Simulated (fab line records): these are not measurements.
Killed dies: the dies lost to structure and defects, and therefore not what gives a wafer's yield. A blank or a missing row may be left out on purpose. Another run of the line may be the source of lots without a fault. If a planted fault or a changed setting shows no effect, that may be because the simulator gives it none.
Chamber matching :: flow n5Finfet :: N5_FIN_CUT_CUT_ETCH_27 on rieDiel-06 has 4 sister chambers
The step etches SiO2 in CHF3/O2, target depth 4 nm, overetch 2 nm, time 4.9 s. 14 wafers are shown with their chamber, then 7 later ones without.

WAFERS WITH THEIR CHAMBER
wafer: L074.1
chamber: 3
showerheadPlenumPTorr (Torr): 2.29
throttleValvePct (%): 18.74
drypumpMotorCurrentA (A): 5.3

wafer: L074.2
chamber: 0
showerheadPlenumPTorr (Torr): 2.54
throttleValvePct (%): 18.80
drypumpMotorCurrentA (A): 5.7

wafer: L074.3
chamber: 2
showerheadPlenumPTorr (Torr): 2.33
throttleValvePct (%): 19.10
drypumpMotorCurrentA (A): 5.9

wafer: L078.3
chamber: 2
showerheadPlenumPTorr (Torr): 2.32
throttleValvePct (%): 19.11
drypumpMotorCurrentA (A): 5.8

wafer: L078.4
chamber: 3
showerheadPlenumPTorr (Torr): 2.29
throttleValvePct (%): 18.74
drypumpMotorCurrentA (A): 5.3

wafer: L078.6
chamber: 1
showerheadPlenumPTorr (Torr): 2.24
throttleValvePct (%): 19.15
drypumpMotorCurrentA (A): 5.9

wafer: L079.2
chamber: 2
showerheadPlenumPTorr (Torr): 2.32
throttleValvePct (%): 19.10
drypumpMotorCurrentA (A): 5.9

wafer: L079.3
chamber: 0
showerheadPlenumPTorr (Torr): 2.54
throttleValvePct (%): 18.82
drypumpMotorCurrentA (A): 5.7

wafer: L079.4
chamber: 3
showerheadPlenumPTorr (Torr): 2.29
throttleValvePct (%): 18.77
drypumpMotorCurrentA (A): 5.3

wafer: L083.2
chamber: 1
showerheadPlenumPTorr (Torr): 2.24
throttleValvePct (%): 19.18
drypumpMotorCurrentA (A): 5.9

wafer: L083.5
chamber: 1
showerheadPlenumPTorr (Torr): 2.24
throttleValvePct (%): 19.15
drypumpMotorCurrentA (A): 5.9

wafer: L083.6
chamber: 0
showerheadPlenumPTorr (Torr): 2.54
throttleValvePct (%): 18.84
drypumpMotorCurrentA (A): 5.8

wafer: L087.3
chamber: 2
showerheadPlenumPTorr (Torr): 2.32
throttleValvePct (%): 19.11
drypumpMotorCurrentA (A): 5.9

wafer: L087.4
chamber: 1
showerheadPlenumPTorr (Torr): 2.24
throttleValvePct (%): 19.20
drypumpMotorCurrentA (A): 5.9

SIGNATURES (averages over the wafers above)
reading: showerheadPlenumPTorr
chamber 0: 2.5400
chamber 1: 2.2400
chamber 2: 2.3225
chamber 3: 2.2900
scatter within a chamber: 0.00274

reading: throttleValvePct
chamber 0: 18.8200
chamber 1: 19.1700
chamber 2: 19.1050
chamber 3: 18.7500
scatter within a chamber: 0.0182

reading: drypumpMotorCurrentA
chamber 0: 5.733
chamber 1: 5.900
chamber 2: 5.875
chamber 3: 5.300
scatter within a chamber: 0.0376
Rule: distance of a wafer from a chamber = root of the sum over the readings of ((wafer's reading minus chamber's mean) / reading's scatter) squared. The wafer belongs to the nearest chamber; if the next one is less than 2 further off, it can't be placed. The scatter: take each reading less its chamber's mean, square it, sum over the shown wafers, divide by the number of wafers less the number of chambers, and take the root.

WAFERS WITH NO CHAMBER GIVEN
wafer: L087.6
showerheadPlenumPTorr (Torr): 2.24
throttleValvePct (%): 19.17
drypumpMotorCurrentA (A): 5.9

wafer: L089.1
showerheadPlenumPTorr (Torr): 2.53
throttleValvePct (%): 18.85
drypumpMotorCurrentA (A): 5.8

wafer: L089.2
showerheadPlenumPTorr (Torr): 2.32
throttleValvePct (%): 19.14
drypumpMotorCurrentA (A): 5.9

wafer: L089.4
showerheadPlenumPTorr (Torr): 2.28
throttleValvePct (%): 18.77
drypumpMotorCurrentA (A): 5.3

wafer: L092.1
showerheadPlenumPTorr (Torr): 2.53
throttleValvePct (%): 18.84
drypumpMotorCurrentA (A): 5.8

wafer: L092.2
showerheadPlenumPTorr (Torr): 2.24
throttleValvePct (%): 19.18
drypumpMotorCurrentA (A): 5.9

wafer: L092.3
showerheadPlenumPTorr (Torr): 2.32
throttleValvePct (%): 19.14
drypumpMotorCurrentA (A): 5.9

CHAMBER TAKEN BY EACH
wafer: L087.6
from the rows above: 1
in truth: 1

wafer: L089.1
from the rows above: 0
in truth: 0

wafer: L089.2
from the rows above: 2
in truth: 2

wafer: L089.4
from the rows above: 3
in truth: 3

wafer: L092.1
from the rows above: 0
in truth: 0

wafer: L092.2
from the rows above: 1
in truth: 1

wafer: L092.3
from the rows above: 2
in truth: 2
Correct placement for 7 of the 7. Can't be placed from these rows: 0. Number placed wrongly: 0.
